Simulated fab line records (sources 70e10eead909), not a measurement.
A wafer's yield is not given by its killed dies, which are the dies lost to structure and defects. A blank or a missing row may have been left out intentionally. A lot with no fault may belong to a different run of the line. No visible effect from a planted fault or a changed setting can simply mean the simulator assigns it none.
Matching of chambers -- flow nand-harc -- NHARC_A_CONTACT_DEP_58 on pecvd-03 has 3 sister chambers
The step deposits SiON, target thk 90 nm. 3 wafers are shown with their chamber, then 8 later ones without.

## WAFERS, EACH WITH ITS CHAMBER
wafer,chamber,heater-power-w (W)
L083.3,0,680
L086.5,2,780
L088.1,1,683

## WAFERS WITHOUT THEIR CHAMBER
wafer,heater-power-w (W)
L088.5,678
L088.6,845
L090.1,846
L090.4,654
L090.5,862
L095.3,679
L095.4,734
L095.6,680

## WHICH CHAMBER EACH WENT THROUGH
wafer,from the rows above,in truth
L088.5,can't be placed: 0 or 1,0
L088.6,2,2
L090.1,2,2
L090.4,can't be placed: 0 or 1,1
L090.5,2,2
L095.3,can't be placed: 0 or 1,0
L095.4,can't be placed: 2 or 1 or 0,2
L095.6,can't be placed: 0 or 1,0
Correct placement for 3 of the 8. Not placeable from these rows: 5 (in 5, the candidates include the true chamber). Wrongly placed: 0.
How it was worked out, from the rows above alone: a wafer's distance from a chamber is the root of the sum, over the readings, of the square of ((its reading less the chamber's mean) divided by the reading's scatter). The wafer belongs to the nearest chamber; if the next one is less than 2 further off, it can't be placed. The mean given for a chamber averages the wafers shown for that chamber. The scatter: with one shown wafer a chamber, the root of the mean of the squares of how far each hidden wafer lies from its nearest shown one.
